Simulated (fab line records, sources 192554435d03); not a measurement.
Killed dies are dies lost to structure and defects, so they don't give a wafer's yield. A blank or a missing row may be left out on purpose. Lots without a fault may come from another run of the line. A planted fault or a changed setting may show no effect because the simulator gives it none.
fab line records | flow n5_finfet
record lots=14 wafers=41 last_day=17
route steps=1938 shown STI_FIN_REVEAL@189 DUMMY_GATE@229
lots that met no fault: from a run of the same line without faults
start_h: hours from the record's first day to the start of the lot's first wafer shown | wait_h: hours since the lot's step before | " the same as in the row above | L1.1+2: a row that stands for several wafers | - no value, or no start given | * or withheld: withheld | < > ~ a bound
route shown NAME@n: a module of which the file shows steps, and the number in the route of the first | usual: mean/standard deviation of fault-free wafers | same: alike in all rows | chamber/n: place in a boat | sites: the reading at each site | _std_site: their standard deviation | _edge_site: outer sites' mean less inner sites' | radius_mm: how far each site lies from the wafer's centre | mask NAME#n: copy n | behind: the tool/chamber that last shaped the wafer | hold: why the lot was held/for how many hours/how that ended | device: the transistor (n, p or np) that didn't switch | end of line: the same wafers' tests at the end of the route | a step without rows: its recipe alone | killed: dies lost to structure and defects at the first sort, not the wafer's yield | map: a wafer's dies, x killed, . not, _ none there
set.NAME: the setting as run; set.NAME@STEP: as run at that earlier step | model.NAME: the simulator's own value behind a step, which no gauge read
steps of the route over a sample of lots; a table a step, a row a wafer
services: from which hour (start_h, from the record's first day; less than 0 if before it) a tool's chamber was out of use, for how many hours, and why
## steps
# step N5_STI_FIN_REVEAL_DENSIFY_30
# recipe temp_c=* time_s=* ambient=N2 idle_temp_c=600 ramp_up_c_per_s=150 ramp_down_c_per_s=60 cool_to_c=600
# usual lamp_power_pct=11.53/0.045 wafer_temp_C_max=*
# columns lot.wafer tool chamber start_h wait_h lamp_power_pct wafer_temp_C_max
L871.2 rtp_anneal-01 0 34.99 0.1 11.46 *
L871.5 " 0 " " 11.54 *
L871.6 " 0 " " 11.56 *
L872.1 rtp_anneal-02 0 41.19 0.2 11.53 *
L872.2 " 0 " " 11.49 *
L872.4 " 0 " " 11.56 *
L873.1 rtp_anneal-02 0 47.11 0.1 11.59 *
L873.2 " 0 " " 11.55 *
L873.4 " 0 " " 11.53 *
L874.1 rtp_anneal-02 0 52.94 0.3 11.60 *
L874.4 " 0 " " 11.51 *
L874.6 " 0 " " 11.56 *
L875.1 rtp_anneal-02 0 58.12 0.0 11.51 *
L875.3 " 0 " " 11.54 *
L875.5 " 0 " " 11.60 *
L876.3 rtp_anneal-01 0 66.15 0.1 11.41 *
L876.4 " 0 " " 11.57 *
L876.6 " 0 " " 11.46 *
L885.1 rtp_anneal-02 0 119.08 0.1 11.65 *
L885.4 " 0 " " 11.60 *
L885.5 " 0 " " 11.53 *
L886.1 rtp_anneal-02 0 125.62 0.8 11.46 *
L886.2 " 0 " " 11.43 *
L886.6 " 0 " " 11.46 *
L887.3 rtp_anneal-02 0 131.05 0.7 11.50 *
L887.6 " 0 " " 11.56 *
L888.2 rtp_anneal-02 0 137.26 0.1 11.46 *
L888.4 " 0 " " 11.58 *
L888.5 " 0 " " 11.56 *
L890.1 rtp_anneal-02 0 149.14 0.1 11.53 *
L890.4 " 0 " " 11.50 *
L890.6 " 0 " " 11.61 *
L891.3 rtp_anneal-02 0 156.13 0.2 11.49 *
L891.5 " 0 " " 11.50 *
L891.6 " 0 " " 11.51 *
L892.3 rtp_anneal-02 0 159.37 0.3 11.43 *
L892.5 " 0 " " 11.52 *
L892.6 " 0 " " 11.54 *
L893.1 rtp_anneal-02 0 166.80 1.0 11.52 *
L893.4 " 0 " " 11.44 *
L893.5 " 0 " " 11.59 *
# step N5_DUMMY_GATE_PEB_13
# recipe peb_temp_c=100 peb_time_s=60 resist=CAR-EUV
# usual chill_plate_temp_C=23.03/0.094 exhaust_pa=45.1/0.93 peb_time_s=60/0 plate_temp_C=99.98/0.14
# columns lot.wafer tool chamber start_h wait_h chill_plate_temp_C exhaust_pa peb_time_s plate_temp_C
L871.2 litho_track-03 0 46.82 0.0 23.12 43.1 60 100.04
L871.5 " 0 " " 23.12 44.1 60 99.82
L871.6 " 0 " " 23.03 45.7 60 99.85
L872.1 litho_track-03 0 53.51 0.1 23.13 43.1 60 99.79
L872.2 " 0 " " 23.08 44.6 60 99.97
L872.4 " 0 " " 23.05 44.4 60 99.81
L873.1 litho_track-02 0 59.06 0.1 23.23 46.0 60 100.15
L873.2 " 0 " " 23.07 45.8 60 100.04
L873.4 " 0 " " 23.01 44.7 60 100.17
L874.1 litho_track-02 0 64.75 0.1 22.99 43.3 60 100.14
L874.4 " 0 " " 22.98 45.5 60 99.86
L874.6 " 0 " " 23.04 44.0 60 99.91
L875.1 litho_track-02 - 71.01 0.1 - - - -
L875.3 " - " " - - - -
L875.5 " - " " - - - -
L876.3 litho_track-02 - 77.76 0.0 - - - -
L876.4 " - " " - - - -
L876.6 " - " " - - - -
L885.1 litho_track-02 0 131.62 0.1 22.97 44.9 60 99.92
L885.4 " 0 " " 23.05 45.0 60 99.83
L885.5 " 0 " " 23.12 46.2 60 99.90
L886.1 litho_track-05 0 139.80 0.1 23.07 46.2 60 100.23
L886.2 " 0 " " 23.07 45.7 60 100.14
L886.6 " 0 " " 23.17 45.8 60 100.10
L887.3 litho_track-05 0 146.20 0.0 22.83 46.0 60 100.19
L887.6 " 0 " " 22.88 45.1 60 99.93
L888.2 litho_track-03 0 149.07 0.0 22.80 45.1 60 99.79
L888.4 " 0 " " 23.06 46.0 60 99.84
L888.5 " 0 " " 22.99 45.4 60 99.86
L890.1 litho_track-02 0 160.95 0.1 23.09 44.1 60 100.04
L890.4 " 0 " " 23.09 45.2 60 100.05
L890.6 " 0 " " 23.16 45.6 60 100.08
L891.3 litho_track-02 0 167.74 0.0 22.88 45.6 60 99.98
L891.5 " 0 " " 23.01 45.8 60 99.90
L891.6 " 0 " " 23.00 46.2 60 100.05
L892.3 litho_track-05 0 171.12 0.0 23.03 44.7 60 99.93
L892.5 " 0 " " 23.04 44.0 60 99.98
L892.6 " 0 " " 22.93 42.9 60 100.01
L893.1 litho_track-05 0 178.57 0.1 23.11 45.7 60 100.01
L893.4 " 0 " " 22.94 46.7 60 100.04
L893.5 " 0 " " 23.10 45.2 60 99.95
# step N5_DUMMY_GATE_CD_MEAS_15
# recipe target_cd_nm=25.8 landing_energy_ev=500 detector=se_inlens
# usual cd_nm=24.93/0.25
# columns lot.wafer tool chamber start_h wait_h cd_nm
L871.2 cd_sem-01 0 46.89 - 24.35
L871.5 " 0 " " 24.73
L871.6 " 0 " " 24.92
L872.1 cd_sem-03 0 53.58 - 25.11
L872.2 " 0 " " 24.47
L872.4 " 0 " " 24.88
L873.1 cd_sem-03 0 59.13 - 24.90
L873.2 " 0 " " 25.10
L873.4 " 0 " " 25.33
L874.1 cd_sem-03 0 64.82 - 25.32
L874.4 " 0 " " 24.39
L874.6 " 0 " " 25.11
L875.1 cd_sem-01 0 71.08 - -
L875.3 " 0 " " -
L875.5 " 0 " " -
L876.3 cd_sem-02 0 77.83 - -
L876.4 " 0 " " -
L876.6 " 0 " " -
L885.1 cd_sem-02 0 131.69 - 25.14
L885.4 " 0 " " 25.01
L885.5 " 0 " " 24.82
L886.1 cd_sem-03 0 139.87 - 24.74
L886.2 " 0 " " 24.92
L886.6 " 0 " " 25.37
L887.3 cd_sem-01 0 146.27 - 25.26
L887.6 " 0 " " 24.89
L888.2 cd_sem-03 0 149.14 - 25.49
L888.4 " 0 " " 25.02
L888.5 " 0 " " 24.97
L890.1 cd_sem-02 0 161.02 - 24.81
L890.4 " 0 " " 25.35
L890.6 " 0 " " 24.45
L891.3 cd_sem-02 0 167.81 - 24.75
L891.5 " 0 " " 25.18
L891.6 " 0 " " 25.45
L892.3 cd_sem-02 0 171.19 - 25.12
L892.5 " 0 " " 25.25
L892.6 " 0 " " 24.74
L893.1 cd_sem-01 0 178.63 - 24.94
L893.4 " 0 " " 24.75
L893.5 " 0 " " 24.92
# step N5_DUMMY_GATE_ETCH_36
# recipe chemistry=CF4 target=SiARC target_depth_a=130 pressure_mtorr=40 source_w=545 bias_w=36 Ar_flow_sccm=100 cf4_flow_sccm=100 ion_energy_ev=80
# usual drypump_motor_current_A=5.7/0.41 oes_product_au=0.77/0.076 rf_vpp_V=184.1/1.2 showerhead_plenum_p_Torr=2.15/0.073 throttle_valve_pct=15.59/0.2
# columns lot.wafer tool chamber start_h wait_h drypump_motor_current_A oes_product_au rf_hours_counter_h rf_vpp_V showerhead_plenum_p_Torr throttle_valve_pct
L871.2 rie_diel-01 2 47.38 0.0 5.5 0.72 178 183.4 2.23 15.72
L871.5 " 3 " " 5.5 0.74 - 185.2 2.23 15.64
L871.6 " 2 " " 5.5 0.72 - 185.8 2.23 15.72
L872.1 rie_diel-04 2 53.82 0.0 5.6 0.80 102 182.9 2.16 15.25
L872.2 " 1 " " 6.6 0.75 142 183.9 2.13 15.43
L872.4 " 0 " " 6.6 0.85 66 186.2 2.28 15.76
L873.1 rie_diel-05 0 59.37 0.0 6.0 0.72 171 184.3 2.05 15.77
L873.2 " 1 " " 5.7 0.82 77 181.6 2.00 15.72
L873.4 " 3 " " 5.5 0.78 - 182.5 2.08 15.56
L874.1 rie_diel-05 0 65.11 0.0 6.1 0.71 173 184.4 2.05 15.75
L874.4 " 3 " " 5.6 0.77 - 183.3 2.08 15.57
L874.6 " 3 " " 5.5 0.78 - 182.1 2.08 15.56
L875.1 rie_diel-04 3 71.32 0.0 5.4 0.93 22 183.4 2.10 15.29
L875.3 " 0 " " 6.5 0.85 73 184.6 2.27 15.78
L875.5 " 1 " " 6.5 0.75 - 185.4 2.13 15.41
L876.3 rie_diel-05 3 78.06 0.0 5.5 0.77 153 182.7 2.07 15.57
L876.4 " 1 " " 5.8 0.82 78 181.0 2.00 15.71
L876.6 " 0 " " 6.0 0.71 - 181.9 2.05 15.76
L885.1 rie_diel-04 3 131.92 0.0 5.4 0.89 44 183.8 2.09 15.33
L885.4 " 2 " " 5.6 0.78 125 184.1 2.15 15.26
L885.5 " 0 " " 6.6 0.84 - 187.0 2.27 15.82
L886.1 rie_diel-04 1 140.18 0.0 6.5 0.73 167 182.4 2.13 15.48
L886.2 " 3 " " 5.4 0.89 46 182.3 2.09 15.32
L886.6 " 0 " " 6.5 0.84 - 185.8 2.27 15.81
L887.3 rie_diel-01 3 146.50 0.0 5.5 0.72 196 184.4 2.22 15.69
L887.6 " 0 " " 5.3 0.68 - 184.9 2.20 15.73
L888.2 rie_diel-04 3 149.37 0.0 5.4 0.89 49 182.8 2.09 15.33
L888.4 " 2 " " 5.6 0.78 130 184.6 2.15 15.30
L888.5 " 0 " " 6.6 0.84 - 185.7 2.27 15.82
L890.1 rie_diel-01 3 161.26 0.0 5.5 0.71 200 185.2 2.22 15.70
L890.4 " 0 " " 5.3 0.65 248 185.3 2.20 15.74
L890.6 " 2 " " 5.5 0.70 - 185.0 2.21 15.78
L891.3 rie_diel-01 3 168.04 0.0 5.5 0.71 202 185.3 2.21 15.70
L891.5 " 3 " " 5.5 0.71 - 184.2 2.21 15.69
L891.6 " 0 " " 5.3 0.66 - 186.5 2.20 15.74
L892.3 rie_diel-01 2 171.90 0.0 5.5 0.70 217 186.7 2.21 15.79
L892.5 " 3 " " 5.5 0.71 - 184.3 2.21 15.70
L892.6 " 2 " " 5.5 0.70 - 186.0 2.21 15.79
L893.1 rie_diel-04 3 178.87 0.0 5.4 0.88 57 182.8 2.09 15.36
L893.4 " 1 " " 6.4 0.73 176 184.7 2.12 15.49
L893.5 " 1 " " 6.5 0.73 - 183.5 2.12 15.51
## services
# columns tool chamber start_h hours kind
rie_diel-05 1 48.24 2.9 repair
rie_diel-05 2 52.43 - clean
rie_diel-05 2 52.43 - consumable_replace:focus_ring
rie_diel-05 2 52.43 16.8 scheduled_down
rie_diel-05 2 52.43 16.8 vent_cycle
rie_diel-04 1 58.87 9.6 repair
rie_diel-05 1 60.97 11.9 repair
rie_diel-04 2 80.40 5.7 repair
rie_diel-01 - 98.69 2.8 pm
rie_diel-01 1 103.37 4.6 repair
rtp_anneal-01 - 108.54 51.1 pm
rie_diel-04 0 115.51 14.2 repair
rtp_anneal-02 - 159.76 6.4 pm
rie_diel-04 1 160.42 8.4 repair
rie_diel-04 - 161.90 4.3 pm
rie_diel-01 0 169.35 - clean
rie_diel-01 0 169.35 - consumable_replace:focus_ring
rie_diel-01 0 169.35 15.3 scheduled_down
rie_diel-01 0 169.35 15.3 vent_cycle
## key
first_sign step=N5_DUMMY_GATE_PEB_13 reading=tool_record direction=missing
effect none on later readings
met_at N5_DUMMY_GATE_PEB_13
struck_lots L875,L876
later_rows_left_out L875.1,L875.3,L875.5,L876.3,L876.4,L876.6
sort_left_out L875.1,L875.3,L875.5,L876.3,L876.4,L876.6
not_acting_at N5_STI_FIN_REVEAL_DENSIFY_30,N5_DUMMY_GATE_CD_MEAS_15,N5_DUMMY_GATE_ETCH_36
onset_between 64.75 71.01
fault kind=skipped_step_whole tool=litho_track-02 chamber=- onset_h=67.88 steps=N5_DUMMY_GATE_PEB_13 scope=struck_lots_only
# sort_left_out: the simulated sort isn't trusted on such a fault, so these wafers' sort isn't shown, and their yield isn't known
# later_rows_left_out: the simulator's readings of these wafers behind a module that went badly wrong aren't trusted and aren't shown, but for the sort
